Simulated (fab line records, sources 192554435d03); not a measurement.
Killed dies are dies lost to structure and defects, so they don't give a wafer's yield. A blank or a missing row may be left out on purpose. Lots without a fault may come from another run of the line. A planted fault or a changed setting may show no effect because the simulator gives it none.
Which tool did it? | flow n5_finfet | 24 lots, 72 wafers sampled, at 4 steps of a route of 1938

WHAT THE GAUGES READ, wafer by wafer
N5_BEOL_M7_OVL_MEAS_12. Usual: M7_OVL -0.5 nm, standard deviation 0.67.
lot  | measured     | on         | M7_OVL (nm)    | flag
L074 | day 9 10:02  | overlay-01 | 0.2 -0.1 -0.4  |
L075 | day 9 21:03  | overlay-02 | -1.1 -1.1 -0.5 |
L076 | day 10 06:35 | overlay-01 | -1.1 -1.7 -1.1 |
L077 | day 10 07:37 | overlay-02 | -0.4 -0.2 -0.6 |
L079 | day 10 08:11 | overlay-02 | -0.3 -0.1 0.3  |
L078 | day 10 12:30 | overlay-02 | -0.1 0.4 0.6   |
L080 | day 11 01:25 | overlay-02 | -1.1 -0.2 0.2  |
L081 | day 11 06:53 | overlay-02 | -1.1 -0.6 0.3  |
L083 | day 11 07:11 | overlay-01 | -0.1 0.0 -0.1  |
L082 | day 11 09:31 | overlay-02 | -1.1 -0.8 -0.9 |
L084 | day 11 16:37 | overlay-02 | -0.6 -0.7 -0.5 |
L085 | day 11 18:28 | overlay-01 | -0.3 -0.9 0.1  |
L086 | day 12 14:08 | overlay-02 | -0.5 0.9 0.1   |
L087 | day 12 15:03 | overlay-02 | -1.5 -1.8 -2.5 |
L089 | day 12 21:25 | overlay-01 | -0.1 -1.1 -0.7 |
L088 | day 13 04:40 | overlay-02 | -1.1 -0.3 -0.7 |
L091 | day 13 08:22 | overlay-02 | -0.3 -0.1 -0.2 |
L090 | day 13 15:07 | overlay-02 | -0.8 -1.4 -0.2 |
L093 | day 13 23:41 | overlay-01 | 0.0 0.2 -0.1   |
L092 | day 14 03:32 | overlay-02 | -1.0 -2.1 -1.8 |
L094 | day 14 16:22 | overlay-01 | -0.6 0.3 -0.4  |
L096 | day 15 03:25 | overlay-01 | 0.9 -0.2 -0.6  |
L095 | day 15 06:02 | overlay-01 | 0.5 0.6 -0.2   |
L097 | day 15 09:40 | overlay-01 | -1.3 -0.9 -0.9 |

WHICH TOOL RAN EACH LOT (tool, then ch and the chambers of the sampled wafers, then the start)
lot  | N5_BEOL_M6_STRIP_36                | N5_BEOL_M7_CURE_74            | N5_BEOL_M7_PECVD_70
L074 | rie_diel-06 ch 0,2,3, day 9 02:42  | uv_cure-03 ch 2, day 9 07:22  | pecvd-03 ch 0,1,2, day 9 07:55
L075 | rie_diel-03 ch 1,2,3, day 9 13:40  | uv_cure-03 ch 0, day 9 18:56  | pecvd-03 ch 0,1, day 9 19:29
L076 | rie_diel-03 ch 0,1, day 10 01:02   | uv_cure-01 ch 0, day 10 05:11 | pecvd-03 ch 0,1, day 10 05:44
L077 | rie_diel-01 ch 0,3, day 10 01:20   | uv_cure-01 ch 0, day 10 05:47 | pecvd-04 ch 1,2, day 10 06:21
L079 | rie_diel-06 ch 0,1,2, day 10 02:29 | uv_cure-02 ch 0, day 10 06:59 | pecvd-03 ch 0,1, day 10 07:32
L078 | rie_diel-06 ch 0,1, day 10 04:12   | uv_cure-02 ch 0, day 10 07:55 | pecvd-04 ch 1,2, day 10 08:23
L080 | rie_diel-01 ch 2,3, day 10 18:05   | uv_cure-03 ch 2, day 10 23:17 | pecvd-04 ch 1,2, day 10 23:46
L081 | rie_diel-01 ch 2,3, day 10 21:31   | uv_cure-01 ch 1, day 11 02:19 | pecvd-02 ch 0,2, day 11 02:52
L083 | rie_diel-03 ch 2,3, day 11 01:00   | uv_cure-03 ch 2, day 11 06:09 | pecvd-04 ch 0,1, day 11 06:43
L082 | rie_diel-03 ch 0,2,3, day 11 05:07 | uv_cure-03 ch 0, day 11 08:05 | pecvd-04 ch 0,1, day 11 08:38
L084 | rie_diel-03 ch 0,1, day 11 12:10   | uv_cure-02 ch 2, day 11 14:47 | pecvd-03 ch 0,2, day 11 15:40
L085 | rie_diel-06 ch 1,2, day 11 12:23   | uv_cure-03 ch 0, day 11 16:11 | pecvd-04 ch 1,2, day 11 16:35
L086 | rie_diel-03 ch 0,2,3, day 12 07:44 | uv_cure-01 ch 2, day 12 10:59 | pecvd-02 ch 0,1,2, day 12 11:32
L087 | rie_diel-01 ch 0,2,3, day 12 09:56 | uv_cure-03 ch 1, day 12 13:58 | pecvd-02 ch 0,1, day 12 14:26
L089 | rie_diel-01 ch 0,1,2, day 12 15:50 | uv_cure-03 ch 2, day 12 19:11 | pecvd-02 ch 1,2, day 12 19:44
L088 | rie_diel-03 ch 0,1,3, day 12 20:31 | uv_cure-02 ch 2, day 12 23:42 | pecvd-04 ch 0,2, day 13 00:15
L091 | rie_diel-01 ch 1,2, day 13 04:04   | uv_cure-01 ch 0, day 13 07:01 | pecvd-03 ch 0,2, day 13 07:27
L090 | rie_diel-01 ch 0,1, day 13 06:37   | uv_cure-02 ch 1, day 13 09:53 | pecvd-04 ch 1, day 13 10:26
L093 | rie_diel-06 ch 0,2, day 13 16:58   | uv_cure-03 ch 1, day 13 21:32 | pecvd-04 ch 0,1, day 13 21:55
L092 | rie_diel-01 ch 2,3, day 13 23:03   | uv_cure-01 ch 2, day 14 01:50 | pecvd-02 ch 1,2, day 14 02:14
L094 | rie_diel-01 ch 1,2,3, day 14 11:49 | uv_cure-03 ch 1, day 14 15:12 | pecvd-04 ch 0,2, day 14 15:45
L096 | rie_diel-03 ch 0,3, day 14 20:49   | uv_cure-02 ch 2, day 15 01:40 | pecvd-03 ch 1,2, day 15 02:13
L095 | rie_diel-06 ch 0,2, day 14 20:49   | uv_cure-01 ch 2, day 15 02:15 | pecvd-02 ch 0,1, day 15 03:07
L097 | rie_diel-01 ch 0,2,3, day 15 05:07 | uv_cure-02 ch 2, day 15 08:24 | pecvd-04 ch 1,2, day 15 08:57
- N5_BEOL_M6_STRIP_36: strips in N2/H2.
- N5_BEOL_M7_CURE_74: cures SiCOH lowk, time 240 s.
- N5_BEOL_M7_PECVD_70: deposits SiO2 from TEOS/O2, target thk 20 nm, time 22.7 s.

WHAT THE TOOLS THEMSELVES READ (means of the sampled wafers that have a number; where no wafer has one, the mark that the record gives instead)
N5_BEOL_M6_STRIP_36. Usual: drypump_motor_current_A 5.8 A, standard deviation 0.54; oes_product_au 0.82 a.u., standard deviation 0.093; rf_vpp_V 59.5 V, standard deviation 1.5; showerhead_plenum_p_Torr 2.60 Torr, standard deviation 0.072; throttle_valve_pct 23.5 %, standard deviation 0.33.
lot  | tool        | drypump_motor_current_A (A) | oes_product_au (a.u.) | rf_vpp_V (V) | showerhead_plenum_p_Torr (Torr) | throttle_valve_pct (%) | flag
L074 | rie_diel-06 | 5.8                         | 0.78                  | 58.3         | 2.61                            | 23.7                   |
L075 | rie_diel-03 | 5.5                         | 0.77                  | 59.2         | 2.54                            | 23.7                   |
L076 | rie_diel-03 | 5.3                         | 0.81                  | 59.7         | 2.59                            | 23.5                   |
L077 | rie_diel-01 | 6.5                         | 0.90                  | 60.1         | 2.62                            | 23.3                   |
L079 | rie_diel-06 | 6.2                         | 0.81                  | 60.2         | 2.58                            | 23.5                   |
L078 | rie_diel-06 | 6.3                         | 0.70                  | 60.1         | 2.61                            | 23.5                   |
L080 | rie_diel-01 | 6.1                         | 0.89                  | 61.5         | 2.63                            | 23.4                   |
L081 | rie_diel-01 | 6.1                         | 0.88                  | 60.1         | 2.63                            | 23.4                   |
L083 | rie_diel-03 | 5.3                         | 0.79                  | 58.0         | 2.53                            | 23.9                   |
L082 | rie_diel-03 | 5.4                         | 0.82                  | 59.7         | 2.52                            | 23.6                   |
L084 | rie_diel-03 | 5.3                         | 0.80                  | 57.8         | 2.59                            | 23.5                   |
L085 | rie_diel-06 | 6.4                         | 0.89                  | 58.8         | 2.54                            | 23.5                   |
L086 | rie_diel-03 | 5.4                         | 0.80                  | 58.6         | 2.52                            | 23.7                   |
L087 | rie_diel-01 | 6.0                         | 0.80                  | 59.9         | 2.64                            | 23.5                   |
L089 | rie_diel-01 | 5.8                         | 0.82                  | 60.4         | 2.67                            | 23.3                   |
L088 | rie_diel-03 | 5.5                         | 0.78                  | 58.8         | 2.53                            | 23.5                   |
L091 | rie_diel-01 | 5.4                         | 0.83                  | 58.6         | 2.69                            | 23.4                   |
L090 | rie_diel-01 | 6.1                         | 0.79                  | 59.3         | 2.65                            | 23.1                   |
L093 | rie_diel-06 | 5.9                         | 0.96                  | 59.0         | 2.57                            | 23.4                   |
L092 | rie_diel-01 | 5.7                         | 0.81                  | 59.7         | 2.65                            | 23.6                   |
L094 | rie_diel-01 | 5.9                         | 0.85                  | 59.5         | 2.64                            | 23.3                   |
L096 | rie_diel-03 | 5.7                         | 0.77                  | 58.7         | 2.46                            | 23.4                   |
L095 | rie_diel-06 | 6.1                         | 0.93                  | 58.9         | 2.53                            | 23.5                   |
L097 | rie_diel-01 | 6.0                         | 0.78                  | 59.7         | 2.63                            | 23.5                   |

N5_BEOL_M7_CURE_74. Usual: lamp_power_pct 52.32 %, standard deviation 0.058; wafer_temp_C_max 387.1, standard deviation 0.63.
lot  | tool       | lamp_power_pct (%) | wafer_temp_C_max | flag
L074 | uv_cure-03 | 52.30              | 387.5            |
L075 | uv_cure-03 | 52.35              | 386.5            |
L076 | uv_cure-01 | 52.27              | 386.5            |
L077 | uv_cure-01 | 52.32              | 387.0            |
L079 | uv_cure-02 | 52.34              | 387.1            |
L078 | uv_cure-02 | 52.34              | 387.3            |
L080 | uv_cure-03 | 52.34              | 387.2            |
L081 | uv_cure-01 | 52.32              | 386.2            |
L083 | uv_cure-03 | 52.33              | 387.2            |
L082 | uv_cure-03 | 52.32              | 386.3            |
L084 | uv_cure-02 | 52.31              | 386.7            |
L085 | uv_cure-03 | 52.36              | 386.3            |
L086 | uv_cure-01 | 52.26              | 388.0            |
L087 | uv_cure-03 | 52.34              | 386.6            |
L089 | uv_cure-03 | 52.31              | 387.3            |
L088 | uv_cure-02 | 52.31              | 387.9            |
L091 | uv_cure-01 | 52.33              | 387.0            |
L090 | uv_cure-02 | 52.33              | 387.8            |
L093 | uv_cure-03 | 52.25              | 386.7            |
L092 | uv_cure-01 | 52.35              | 387.4            |
L094 | uv_cure-03 | 52.23              | 386.9            |
L096 | uv_cure-02 | 52.28              | 387.3            |
L095 | uv_cure-01 | 52.26              | 387.4            |
L097 | uv_cure-02 | 52.36              | 387.4            |

N5_BEOL_M7_PECVD_70. Usual: heater_power_outer_w 408 W, standard deviation 62; heater_power_w 702 W, standard deviation 110; showerhead_plenum_p_Torr 8.77 Torr, standard deviation 0.03; throttle_valve_pct 22.1 %, standard deviation 1.1.
lot  | tool     | heater_power_outer_w (W) | heater_power_w (W) | showerhead_plenum_p_Torr (Torr) | throttle_valve_pct (%) | flag
L074 | pecvd-03 | 392                      | 647                | 8.77                            | 22.3                   |
L075 | pecvd-03 | 377                      | 626                | 8.74                            | 22.5                   |
L076 | pecvd-03 | 447                      | 750                | 8.75                            | 23.1                   |
L077 | pecvd-04 | 424                      | 717                | 8.74                            | 21.6                   |
L079 | pecvd-03 | 463                      | 758                | 8.74                            | 23.2                   |
L078 | pecvd-04 | 416                      | 684                | 8.75                            | 21.1                   |
L080 | pecvd-04 | 425                      | 734                | 8.77                            | 21.4                   |
L081 | pecvd-02 | 392                      | 669                | 8.78                            | 22.1                   |
L083 | pecvd-04 | 396                      | 755                | 8.77                            | 23.1                   |
L082 | pecvd-04 | 396                      | 725                | 8.75                            | 22.4                   |
L084 | pecvd-03 | 484                      | 799                | 8.77                            | 22.8                   |
L085 | pecvd-04 | 438                      | 757                | 8.75                            | 21.6                   |
L086 | pecvd-02 | 419                      | 725                | 8.81                            | 21.9                   |
L087 | pecvd-02 | 425                      | 722                | 8.78                            | 22.5                   |
L089 | pecvd-02 | 367                      | 650                | 8.78                            | 21.7                   |
L088 | pecvd-04 | 440                      | 779                | 8.77                            | 22.7                   |
L091 | pecvd-03 | 474                      | 775                | 8.78                            | 23.0                   |
L090 | pecvd-04 | 452                      | 809                | 8.75                            | 21.9                   |
L093 | pecvd-04 | 444                      | 809                | 8.77                            | 23.0                   |
L092 | pecvd-02 | 410                      | 716                | 8.79                            | 21.6                   |
L094 | pecvd-04 | 397                      | 694                | 8.76                            | 21.7                   |
L096 | pecvd-03 | 327                      | 537                | 8.79                            | 21.4                   |
L095 | pecvd-02 | 368                      | 644                | 8.78                            | 22.4                   |
L097 | pecvd-04 | 378                      | 671                | 8.75                            | 21.4                   |

THE ANSWER, worked out from the rows above alone
Rule: a lot is off if the mean of its wafers that have a number lies more than 3 standard deviations from the usual mean. A lot without any number at a reading at which 4 lots or more have one is off too. The other lots that the step has rows for count as sound. The gauges are gone through in route order, then the tools' own readings, and for those a lot's mean is taken as printed above. The first step at which some lot is off is used, and at that step the reading that is off furthest; a lot without a number counts as furthest.
No lot is off at any reading shown: from this, nothing can be told.

WHAT THE SIMULATOR HAD PUT IN
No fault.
